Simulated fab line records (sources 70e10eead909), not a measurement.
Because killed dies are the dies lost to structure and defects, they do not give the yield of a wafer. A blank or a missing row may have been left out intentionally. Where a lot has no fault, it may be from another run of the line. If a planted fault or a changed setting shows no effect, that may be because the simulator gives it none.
fab line records	flow nand_harc
[record] lots = 6	wafers = 18	last_day = 25
route steps=1159 shown P_ZERO_WELL@15
lots untouched by any fault: they come from a run of this same line in which no faults occurred
start_h: the number of hours between the record's first day and the start of the first shown wafer of the lot	wait_h: hours from the lot's prior step to this one	" unchanged from the row above	L1.1+2: one row covering several wafers at once	- value missing, or start not given	* or withheld: withheld	< > ~ a bound
route shown NAME@n: a module of which the file shows steps, and the number in the route of the first	usual: mean and standard deviation over wafers with no fault	same: alike in all rows	chamber/n: place in a boat	sites: readings site by site	_std_site: the standard deviation of these	_edge_site: the outer-site mean with the inner-site mean subtracted	radius_mm: for every site, how far away it sits from the centre of the wafer	mask NAME#n: copy n	behind: tool/chamber where the wafer was last shaped	hold: why the lot was held/for how many hours/how that ended	device: the n, p or np transistor that did not switch	end of line: tests of these same wafers at the route's end	step lacking rows: just its recipe	killed: count of dies lost to structure and defects at first sort (not the wafer's yield)	map: shows each die of a wafer: x if killed, . if not, _ if none is there
set.NAME: the setting that was run; set.NAME@STEP: the one run at that earlier step	model.NAME: the simulator's own value behind a step, which no gauge read
a table for each step, a row for each wafer; lots at some steps of the route
services: when a tool's chamber went out of use (start_h, in hours from the record's first day, below 0 if earlier), for how many hours, and the reason
[[steps]]
[step NHARC_P_ZERO_WELL_HARDBAKE_12]
[recipe] temp_c = 118	time_s = 65
[step NHARC_P_ZERO_WELL_DESCUM_13]
[recipe] time_s = 3	o2_flow_sccm = 200	ar_flow_sccm = 0	bias_power_w = 0	chemistry = O2
[usual] drypump_motor_current_A = 5.8/0.45	oes_product_au = 0.998/0.015	rf_vpp_V = 58.0/0.92	showerhead_plenum_p_Torr = 1.97/0.078	throttle_valve_pct = 11.311/0.0093
lot.wafer	tool	chamber	start_h	wait_h	drypump_motor_current_A	oes_product_au	rf_hours_counter_h	rf_vpp_V	showerhead_plenum_p_Torr	throttle_valve_pct
L331.4	rie_diel-08	3	31.28	-	6.4	0.994	5.6	58.2	2.01	11.299
L331.5	"	3	"	"	6.4	0.989	-	59.5	2.01	11.312
L331.6	"	0	"	"	5.7	0.987	-	57.3	2.04	11.318
L334.3	rie_diel-07	3	49.27	-	6.5	0.987	9.7	59.3	2.04	11.313
L334.2	"	1	"	"	5.6	1.006	9.3	59.1	2.04	11.309
L334.6	"	0	"	"	5.2	1.026	-	57.3	1.81	11.314
L339.4	rie_diel-07	0	79.46	-	5.2	1.028	1.5	58.0	1.81	11.322
L339.1	"	3	"	"	6.5	0.983	1.5	58.0	2.04	11.306
L339.5	"	1	"	"	5.6	0.984	-	58.3	2.04	11.310
L342.3	rie_diel-08	2	97.40	-	5.5	1.017	9.4	59.1	2.00	11.311
L342.6	"	2	"	"	5.5	1.020	-	58.9	2.00	11.310
L342.5	"	1	"	"	6.1	1.002	-	56.7	1.85	11.293
L349.1	rie_diel-07	2	139.27	-	5.0	1.021	5.6	58.6	2.05	11.300
L349.2	"	1	"	"	5.6	0.986	6.8	58.1	2.04	11.333
L349.5	"	2	"	"	5.0	1.018	-	56.8	2.05	11.312
L351.2	rie_diel-11	0	151.45	-	5.6	0.990	11.1	56.7	1.85	11.311
L351.3	"	2	"	"	5.8	0.995	12.1	58.1	1.95	11.325
L351.6	"	1	"	"	6.0	0.985	-	57.8	1.97	11.314
[step NHARC_P_ZERO_WELL_ETCH_65]
[recipe] target_depth_a = 800	overetch_a = 240	time_s = 87.88	ion_energy_ev = 200	n2_flow_sccm = 150	h2_flow_sccm = 150	ar_flow_sccm = 0	rf_w = 400	bias_w = 150	chemistry = N2/H2
[usual] drypump_motor_current_A = 5.8/0.44	oes_product_au = 0.998/0.014	rf_vpp_V = 432.0/2.5	showerhead_plenum_p_Torr = 2.10/0.088	throttle_valve_pct = 14.171/0.0095
lot.wafer	tool	chamber	start_h	wait_h	drypump_motor_current_A	oes_product_au	rf_hours_counter_h	rf_vpp_V	showerhead_plenum_p_Torr	throttle_valve_pct
L331.4	rie_diel-08	1	31.38	0.1	6.1	0.983	5.1	429.0	1.97	14.156
L331.5	"	2	"	"	5.4	1.002	-	432.9	2.14	14.164
L331.6	"	3	"	"	6.5	0.990	-	433.4	2.15	14.158
L334.2	rie_diel-07	0	49.37	0.1	5.2	1.038	9.4	427.5	1.93	14.163
L334.3	"	1	"	"	5.6	1.026	9.3	433.1	2.18	14.172
L334.6	"	0	"	"	5.2	1.035	-	426.9	1.93	14.172
L339.4	rie_diel-07	2	79.54	0.1	5.0	0.995	0.3	435.8	2.19	14.175
L339.1	"	3	"	"	6.5	0.972	1.5	433.1	2.17	14.166
L339.5	"	2	"	"	5.0	1.001	-	433.6	2.19	14.171
L342.3	rie_diel-08	3	97.52	0.1	6.4	0.993	9.7	434.3	2.15	14.183
L342.6	"	1	"	"	6.1	0.998	-	430.6	1.97	14.167
L342.5	"	3	"	"	6.4	1.005	-	434.6	2.15	14.178
L349.1	rie_diel-07	3	139.37	0.1	6.5	0.986	8.0	434.1	2.17	14.169
L349.2	"	0	"	"	5.2	1.022	8.2	426.6	1.92	14.168
L349.5	"	1	"	"	5.6	1.004	-	434.1	2.18	14.157
L351.3	rie_diel-11	3	151.55	0.1	5.8	0.989	11.7	431.4	2.11	14.159
L351.2	"	1	"	"	5.9	0.979	12.0	432.3	2.10	14.170
L351.6	"	3	"	"	5.8	0.999	-	432.6	2.11	14.166
[step NHARC_P_ZERO_WELL_ETCH_62]
[recipe] target_depth_a = 130	time_s = 6.5	chf3_flow_sccm = 50	ar_flow_sccm = 200	rf_w = 500	bias_w = 200	chemistry = CHF3/Ar
[usual] drypump_motor_current_A = 5.8/0.45	oes_product_au = 0.961/0.019	rf_vpp_V = 371.9/2.3	showerhead_plenum_p_Torr = 2.41/0.094	throttle_valve_pct = 20.216/0.0091
lot.wafer	tool	chamber	start_h	wait_h	drypump_motor_current_A	oes_product_au	rf_hours_counter_h	rf_vpp_V	showerhead_plenum_p_Torr	throttle_valve_pct
L331.4	rie_diel-08	2	-	-	5.5	0.931	5.5	373.1	2.45	20.207
L331.6	"	3	"	"	6.4	0.935	-	374.4	2.46	20.204
L331.5	"	0	"	"	5.7	0.912	-	374.6	2.49	20.211
L334.2	rie_diel-07	3	-	-	6.5	0.946	9.8	372.7	2.49	20.210
L334.3	"	0	"	"	5.2	0.992	9.4	368.3	2.22	20.220
L334.6	"	3	"	"	6.5	0.959	-	374.2	2.49	20.210
L339.1	rie_diel-07	1	-	-	5.6	0.951	1.4	373.0	2.50	20.219
L339.4	"	2	"	"	5.0	0.983	0.3	375.2	2.50	20.228
L339.5	"	3	"	"	6.5	0.959	-	374.6	2.49	20.219
L342.3	rie_diel-08	1	-	-	6.1	0.964	9.1	369.6	2.27	20.226
L342.6	"	1	"	"	6.2	0.971	-	369.1	2.27	20.218
L342.5	"	3	"	"	6.4	0.960	-	373.4	2.46	20.232
L349.1	rie_diel-07	2	-	-	4.9	0.971	5.7	374.7	2.50	20.209
L349.2	"	1	"	"	5.6	0.970	6.9	374.4	2.49	20.206
L349.5	"	2	"	"	5.0	0.969	-	374.4	2.50	20.199
L351.3	rie_diel-11	3	-	-	5.7	0.976	11.8	373.1	2.42	20.212
L351.2	"	0	"	"	5.6	0.947	11.1	369.9	2.27	20.202
L351.6	"	3	"	"	5.8	0.973	-	372.8	2.42	20.222
[step NHARC_P_ZERO_WELL_ETCH_63]
[recipe] target_depth_a = 1200	time_s = 40.1	hbr_flow_sccm = 150	cl2_flow_sccm = 50	rf_w = 400	icp_w = 400	bias_w = 100	chemistry = HBr/Cl2
[usual] drypump_motor_current_A = 5.8/0.48	oes_product_au = 0.995/0.012	throttle_valve_pct = 26.406/0.0089
lot.wafer	tool	chamber	start_h	wait_h	drypump_motor_current_A	oes_product_au	rf_hours_counter_h	throttle_valve_pct
L331.4	rie_si-03	0	31.56	-	6.2	1.005	0.5	26.416
L331.6	"	2	"	"	5.8	0.991	-	26.410
L331.5	"	3	"	"	6.2	0.990	-	26.402
L334.2	rie_si-02	1	49.54	-	5.2	1.013	0.0	26.397
L334.3	"	2	"	"	5.2	1.019	0.1	26.420
L334.6	"	1	"	"	5.2	1.001	-	26.406
L339.4	rie_si-03	0	79.72	-	6.3	1.004	0.9	26.379
L339.1	"	3	"	"	6.3	0.973	0.8	26.407
L339.5	"	0	"	"	6.2	0.992	-	26.403
L342.3	rie_si-03	1	97.72	-	6.0	1.002	1.0	26.415
L342.6	"	3	"	"	6.2	0.992	-	26.395
L342.5	"	0	"	"	6.2	1.015	-	26.398
L349.2	rie_si-06	1	139.54	-	5.2	0.978	1.1	26.393
L349.1	"	2	"	"	6.2	0.992	1.1	26.415
L349.5	"	1	"	"	5.2	0.970	-	26.396
L351.2	rie_si-06	1	151.73	-	5.2	0.977	1.3	26.394
L351.3	"	3	"	"	6.1	0.995	1.3	26.397
L351.6	"	0	"	"	5.9	0.983	-	26.414
[step NHARC_P_ZERO_WELL_STRIP_15]
[recipe] time_s = 900	temp_c = 130	chemistry = SPM
[step NHARC_P_ZERO_WELL_DEHYDRATE_16]
[recipe] temp_c = 150	time_s = 120
[step NHARC_P_ZERO_WELL_HMDS_17]
[recipe] time_s = 30
[step NHARC_P_ZERO_WELL_COAT_18]
[recipe] spin_rpm = withheld
[step NHARC_P_ZERO_WELL_SOFTBAKE_19]
[recipe] temp_c = 122	time_s = 95
[step NHARC_P_ZERO_WELL_EBR_20]
[step NHARC_P_ZERO_WELL_EXPOSE_21]
[recipe] na = 0.6	target_cd_nm = 720	dose_mj = 22.31	mask_id = P_NWELL
[step NHARC_P_ZERO_WELL_PEB_22]
[recipe] peb_temp_c = 118	peb_time_s = 85
[usual] exhaust_pa = 44.9/0.81	heater_power_total_W = 163.96/0.28	plate_temp_C = 117.99/0.14
lot.wafer	tool	chamber	start_h	wait_h	exhaust_pa	heater_power_total_W	plate_temp_C
L331.4	litho_track-03	0	32.38	0.0	43.9	164.16	117.96
L331.5	"	0	"	"	44.6	163.96	118.02
L331.6	"	0	"	"	45.0	163.68	118.17
L334.2	litho_track-02	0	50.37	0.1	44.5	163.90	117.77
L334.3	"	0	"	"	44.5	164.16	117.89
L334.6	"	0	"	"	43.4	163.65	117.81
L339.1	litho_track-03	0	80.45	0.1	46.1	154.33	112.50
L339.4	"	0	"	"	45.1	154.36	112.56
L339.5	"	0	"	"	45.6	153.95	112.71
L342.3	litho_track-03	0	98.40	0.1	45.6	153.93	112.64
L342.5	"	0	"	"	45.0	154.31	112.62
L342.6	"	0	"	"	44.4	153.96	112.50
L349.1	litho_track-02	0	140.36	0.1	45.0	163.69	118.13
L349.2	"	0	"	"	45.0	163.68	118.08
L349.5	"	0	"	"	45.4	163.60	118.11
L351.2	litho_track-05	0	152.57	0.1	45.1	164.42	117.87
L351.3	"	0	"	"	45.4	163.78	118.00
L351.6	"	0	"	"	45.0	164.14	117.88
[step NHARC_P_ZERO_WELL_DEVELOP_23]
[recipe] time_s = 70
[step NHARC_P_ZERO_WELL_CD_MEAS_24]
[recipe] target_cd_nm = 720	landing_energy_ev = 500
[usual] cd_nm = 719.9/2.7
lot.wafer	tool	chamber	start_h	wait_h	cd_nm
L331.4	cd_sem-01	0	32.47	-	724.5
L331.5	"	0	"	"	721.4
L331.6	"	0	"	"	720.9
L334.2	cd_sem-01	0	50.47	-	723.2
L334.3	"	0	"	"	720.7
L334.6	"	0	"	"	719.2
L339.1	cd_sem-02	0	80.54	-	712.0
L339.4	"	0	"	"	712.6
L339.5	"	0	"	"	712.8
L342.3	cd_sem-02	0	98.50	-	711.1
L342.5	"	0	"	"	713.3
L342.6	"	0	"	"	709.6
L349.1	cd_sem-01	0	140.45	-	723.3
L349.2	"	0	"	"	720.2
L349.5	"	0	"	"	720.2
L351.2	cd_sem-02	0	152.66	-	715.6
L351.3	"	0	"	"	716.4
L351.6	"	0	"	"	717.8
[step NHARC_P_ZERO_WELL_HARDBAKE_25]
[recipe] temp_c = 125	time_s = 80
[step NHARC_P_ZERO_WELL_DESCUM_26]
[recipe] time_s = 3	o2_flow_sccm = 200	ar_flow_sccm = 0	bias_power_w = 0	chemistry = O2
[usual] drypump_motor_current_A = 5.8/0.4	oes_product_au = 0.999/0.013	rf_vpp_V = 58.0/0.85	showerhead_plenum_p_Torr = 1.96/0.076	throttle_valve_pct = 11.311/0.008
lot.wafer	tool	chamber	start_h	wait_h	drypump_motor_current_A	oes_product_au	rf_hours_counter_h	rf_vpp_V	showerhead_plenum_p_Torr	throttle_valve_pct	model.P_ZERO_WELL.cd_nm
L331.4	rie_diel-08	2	32.66	-	5.5	1.010	5.5	56.3	2.01	11.302	724
L331.5	"	3	"	"	6.5	0.991	-	58.0	2.01	11.324	721
L331.6	"	0	"	"	5.7	0.995	-	57.5	2.04	11.331	721.3
L334.3	rie_diel-11	0	50.64	-	5.6	0.996	2.5	56.5	1.85	11.313	719.6
L334.2	"	1	"	"	6.0	0.966	3.1	58.6	1.97	11.315	723
L334.6	"	0	"	"	5.6	0.990	-	57.5	1.85	11.308	718.8
L339.4	rie_diel-08	1	80.71	-	6.1	0.991	8.4	56.8	1.85	11.325	712
L339.1	"	3	"	"	6.4	0.990	8.7	56.6	2.01	11.312	711.9
L339.5	"	1	"	"	6.1	0.999	-	57.4	1.85	11.311	712.1
L342.3	rie_diel-07	3	98.67	-	6.4	0.983	5.2	59.8	2.03	11.311	710.3
L342.5	"	1	"	"	5.6	0.998	-	58.4	2.04	11.320	713.4
L342.6	"	2	"	"	5.0	1.021	-	58.5	2.05	11.298	709.5
L349.1	rie_diel-08	2	140.61	-	5.5	1.002	0.7	58.7	2.00	11.320	723.4
L349.2	"	1	"	"	6.1	1.002	0.7	57.4	1.85	11.305	720.1
L349.5	"	3	"	"	6.4	0.996	-	58.4	2.01	11.307	720.3
L351.3	rie_diel-08	2	152.82	-	5.5	0.987	1.4	58.4	2.00	11.305	715.6
L351.2	"	3	"	"	6.4	0.992	1.4	57.6	2.01	11.305	715.4
L351.6	"	2	"	"	5.5	0.985	-	57.8	2.00	11.297	717.6
[step NHARC_P_ZERO_WELL_IMPLANT_27]
[recipe] energy_kev = 600	dose_cm2 = 1e+13	tilt_deg = 7
[[services]]
tool	chamber	start_h	hours	kind
rie_si-03	1	8.26	6.5	repair
rie_si-03	-	9.87	0.6	repair
rie_diel-11	-	12.52	9.0	pm
rie_si-03	-	13.29	0.5	repair
rie_diel-07	0	30.36	-	clean
rie_diel-07	1	30.36	-	clean
rie_diel-07	2	30.36	-	clean
rie_diel-07	3	30.36	-	clean
rie_diel-08	0	30.38	-	clean
rie_diel-08	1	30.38	-	clean
rie_si-02	-	34.00	9.0	pm
litho_track-03	-	38.00	7.0	pm
rie_diel-07	-	51.33	9.0	pm
rie_diel-11	0	54.80	4.0	repair
rie_diel-07	2	60.78	8.5	repair
litho_track-05	-	62.00	7.0	pm
rie_si-06	2	62.60	7.8	repair
rie_diel-08	-	78.83	0.8	repair
rie_si-03	-	93.40	0.8	repair
rie_diel-08	0	94.04	132.0	repair
rie_diel-07	-	101.47	1.5	repair
rie_diel-08	-	124.88	9.0	pm
rie_diel-08	1	141.25	6.0	repair
rie_diel-07	0	148.06	1.9	repair
[[key]]
[first_sign] step = NHARC_P_ZERO_WELL_PEB_22	reading = plate_temp_C	direction = down	sigmas = 40	usual = *	struck = *
[effect] step = NHARC_P_ZERO_WELL_PEB_22	reading = heater_power_total_W	direction = down	sigmas = 35	usual = *	struck = *
[effect] step = NHARC_P_ZERO_WELL_CD_MEAS_24	reading = cd_nm	direction = down	sigmas = 3	usual = 719.9	struck = 711.9
[model_effect] step = NHARC_P_ZERO_WELL_DESCUM_26	value = P_ZERO_WELL.cd_nm	without = 722.4	struck = 711.5
met_at NHARC_P_ZERO_WELL_PEB_22
struck_wafers L339.1,L339.4,L339.5,L342.3,L342.5,L342.6
tester_left_out L339,L342
onset_between 32.38 80.45
[fault] kind = process_parameter_drift	tool = litho_track-03	chamber = -	onset_h = 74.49	steps = NHARC_P_ZERO_WELL_PEB_22	channel = peb_temp_c	offset = *	shape = step	end_h = 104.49	acts_in = *	stated = *
// tester_left_out: of these lots the tester's yield and bins aren't shown, on N5 and GAA mostly nor the transistor test; their killed dies are dies lost to structure and defects alone, not to doping, threshold or leakage, so they don't give the yield
